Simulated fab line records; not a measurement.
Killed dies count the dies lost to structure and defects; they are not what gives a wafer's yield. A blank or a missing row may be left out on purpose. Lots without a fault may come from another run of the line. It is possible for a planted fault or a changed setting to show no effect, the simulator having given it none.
Which tool is to blame? | flow n5-finfet | Sampling: 15 lots, 44 wafers, 4 of 1938 route steps

## WHAT EACH GAUGE READ, for each wafer
Not one reading of a measure or inspect step in the record can be checked against a usual standard deviation.

## EACH LOT AND THE TOOL THAT RAN IT (in order: tool; ch and the chambers of the sampled wafers; start)
lot  | N5_BEOL_M15_SPUTTER_43       | N5_BEOL_M15_DEP_53              | N5_MIM_BOT_DEGAS_01          | N5_MIM_TOP_LITHO_EXPOSE_05
L624 | pvd-sputter-01, day 11 05:55 | pecvd-03 ch 0,1,2, day 11 07:09 | pvd-sputter-02, day 11 09:58 | krf-scanner-02 ch 0, day 11 11:28
L626 | pvd-sputter-03, day 11 21:44 | pecvd-01 ch 0,1,2, day 11 22:56 | pvd-sputter-01, day 12 03:14 | krf-scanner-01 ch 0, day 12 04:39
L629 | pvd-sputter-02, day 12 10:52 | pecvd-01 ch 0,1,2, day 12 12:19 | pvd-sputter-03, day 12 17:19 | krf-scanner-02 ch 0, day 12 18:46
L630 | pvd-sputter-02, day 13 04:52 | pecvd-03 ch 0,2, day 13 06:03   | pvd-sputter-03, day 13 07:11 | krf-scanner-01 ch 0, day 13 08:13
L632 | pvd-sputter-01, day 14 07:40 | pecvd-03 ch 0,1, day 14 08:50   | pvd-sputter-02, day 14 10:23 | krf-scanner-01 ch 0, day 14 11:27
L634 | pvd-sputter-01, day 14 10:34 | pecvd-02 ch 0,1,2, day 14 11:44 | pvd-sputter-02, day 14 13:07 | krf-scanner-01 ch 0, day 14 14:07
L633 | pvd-sputter-01, day 14 13:38 | pecvd-03 ch 0,1, day 14 14:48   | pvd-sputter-01, day 14 17:13 | krf-scanner-01, day 14 18:38
L636 | pvd-sputter-01, day 14 18:07 | pecvd-02 ch 1,2, day 14 19:18   | pvd-sputter-02, day 14 22:08 | krf-scanner-02, day 14 23:10
L635 | pvd-sputter-01, day 15 02:55 | pecvd-03 ch 0,2, day 15 04:19   | pvd-sputter-01, day 15 06:13 | krf-scanner-01, day 15 08:05
L637 | pvd-sputter-02, day 15 08:07 | pecvd-02 ch 0,1, day 15 09:18   | pvd-sputter-01, day 15 12:15 | krf-scanner-02 ch 0, day 15 13:28
L642 | pvd-sputter-03, day 16 04:58 | pecvd-03 ch 1,2, day 16 06:08   | pvd-sputter-03, day 16 08:23 | krf-scanner-01 ch 0, day 16 09:14
L643 | pvd-sputter-03, day 16 09:16 | pecvd-03 ch 1,2, day 16 10:50   | pvd-sputter-03, day 16 11:59 | krf-scanner-02 ch 0, day 16 15:06
L644 | pvd-sputter-01, day 16 15:10 | pecvd-02 ch 2, day 16 16:52     | pvd-sputter-02, day 16 19:30 | krf-scanner-02 ch 0, day 16 20:51
L645 | pvd-sputter-01, day 17 09:09 | pecvd-01 ch 0,1,2, day 17 10:20 | pvd-sputter-02, day 17 12:28 | krf-scanner-02 ch 0, day 17 15:31
L646 | pvd-sputter-03, day 17 12:42 | pecvd-02 ch 0,2, day 17 13:53   | pvd-sputter-03, day 17 16:00 | krf-scanner-02 ch 0, day 17 17:08
- N5_BEOL_M15_SPUTTER_43: material TaN, target thk 15 nm, time 24.19 s.
- N5_BEOL_M15_DEP_53: deposits SiCN from 3MS/NH3, target thk 50 nm, time 17.8 s.
- N5_MIM_BOT_DEGAS_01: time 60 s.
- N5_MIM_TOP_LITHO_EXPOSE_05: exposes mask MIM TOP, target cd 2000 nm.

## WHAT THE TOOLS THEMSELVES READ (means of the sampled wafers that have a number; where no wafer has one, the mark that the record gives instead)
N5_BEOL_M15_SPUTTER_43. Usual: 29.7 % for throttle-valve-pct, sd 1.1.
lot  | tool           | throttle-valve-pct (%) | flag
L624 | pvd-sputter-01 | 29.9                   |
L626 | pvd-sputter-03 | 28.2                   |
L629 | pvd-sputter-02 | 30.6                   |
L630 | pvd-sputter-02 | 30.7                   |
L632 | pvd-sputter-01 | 28.7                   |
L634 | pvd-sputter-01 | 29.8                   |
L633 | pvd-sputter-01 | 30.3                   |
L636 | pvd-sputter-01 | 29.1                   |
L635 | pvd-sputter-01 | 29.8                   |
L637 | pvd-sputter-02 | 30.5                   |
L642 | pvd-sputter-03 | 28.3                   |
L643 | pvd-sputter-03 | 27.8                   |
L644 | pvd-sputter-01 | 29.5                   |
L645 | pvd-sputter-01 | 29.9                   |
L646 | pvd-sputter-03 | 29.9                   |

N5_BEOL_M15_DEP_53. Usual: showerhead-plenum-p-Torr 4.166 Torr, standard deviation 0.018; throttle-valve-pct 17.7 %, standard deviation 0.74.
lot  | tool     | showerhead-plenum-p-Torr (Torr) | throttle-valve-pct (%) | flag
L624 | pecvd-03 | 4.169                           | 17.6                   |
L626 | pecvd-01 | 4.150                           | 18.3                   |
L629 | pecvd-01 | 4.151                           | 18.6                   |
L630 | pecvd-03 | 4.164                           | 18.0                   |
L632 | pecvd-03 | 4.180                           | 17.5                   |
L634 | pecvd-02 | 4.162                           | 17.3                   |
L633 | pecvd-03 | 4.163                           | 18.1                   |
L636 | pecvd-02 | 4.166                           | 17.0                   |
L635 | pecvd-03 | 4.164                           | 18.0                   |
L637 | pecvd-02 | 4.150                           | 17.3                   |
L642 | pecvd-03 | 4.188                           | 17.1                   |
L643 | pecvd-03 | 4.184                           | 17.1                   |
L644 | pecvd-02 | 4.187                           | 17.8                   |
L645 | pecvd-01 | 4.152                           | 18.6                   |
L646 | pecvd-02 | 4.159                           | 17.7                   |

N5_MIM_BOT_DEGAS_01. Usual: 472 W for heater-power-w, sd 69.
lot  | tool           | heater-power-w (W) | flag
L624 | pvd-sputter-02 | 511                |
L626 | pvd-sputter-01 | 428                |
L629 | pvd-sputter-03 | 444                |
L630 | pvd-sputter-03 | 490                |
L632 | pvd-sputter-02 | 551                |
L634 | pvd-sputter-02 | 559                |
L633 | pvd-sputter-01 | 427                |
L636 | pvd-sputter-02 | 514                |
L635 | pvd-sputter-01 | 455                |
L637 | pvd-sputter-01 | 436                |
L642 | pvd-sputter-03 | 478                |
L643 | pvd-sputter-03 | 461                |
L644 | pvd-sputter-02 | 546                |
L645 | pvd-sputter-02 | 517                |
L646 | pvd-sputter-03 | 447                |

N5_MIM_TOP_LITHO_EXPOSE_05. Usual: exposure-dose-mJ-cm2 20.488, standard deviation 0.021; focus-offset-nm 0.1 nm, standard deviation 0.56.
lot  | tool           | exposure-dose-mJ-cm2 | focus-offset-nm (nm) | flag
L624 | krf-scanner-02 | 20.488               | -0.1                 |
L626 | krf-scanner-01 | 20.490               | -0.0                 |
L629 | krf-scanner-02 | 20.489               | -0.1                 |
L630 | krf-scanner-01 | 20.489               | -0.3                 |
L632 | krf-scanner-01 | 20.478               | 0.4                  |
L634 | krf-scanner-01 | 20.479               | -0.8                 |
L633 | krf-scanner-01 | -                    | -                    | OFF
L636 | krf-scanner-02 | -                    | -                    | OFF
L635 | krf-scanner-01 | -                    | -                    | OFF
L637 | krf-scanner-02 | 20.488               | -0.4                 |
L642 | krf-scanner-01 | 20.485               | 0.2                  |
L643 | krf-scanner-02 | 20.527               | 0.2                  |
L644 | krf-scanner-02 | 20.466               | 1.0                  |
L645 | krf-scanner-02 | 20.504               | 0.5                  |
L646 | krf-scanner-02 | 20.487               | 0.3                  |

## THE ANSWER, worked out from the rows above alone
Rule: a lot counts as off when the mean over its wafers that have a number is more than 3 standard deviations away from the usual mean. Also off: a lot with no number at a reading for which 4 or more lots have one. Any other lot the step has rows for is counted as sound. Order of review: gauges by route order, followed by the tools' own readings, for which a lot's mean as printed above is used. The first step at which some lot is off is used, and at that step the reading that is off furthest; a lot without a number counts as furthest.
Off: L633, L636, L635 (N5_MIM_TOP_LITHO_EXPOSE_05, exposure-dose-mJ-cm2). Without a number there: L633, L636, L635.
If a tool, at that step or one of the process steps before it, ran each lot that is off and ran no sound lot following the first of them, it fits. No candidate that was tried fits.

## WHAT THE SIMULATOR HAD PUT IN
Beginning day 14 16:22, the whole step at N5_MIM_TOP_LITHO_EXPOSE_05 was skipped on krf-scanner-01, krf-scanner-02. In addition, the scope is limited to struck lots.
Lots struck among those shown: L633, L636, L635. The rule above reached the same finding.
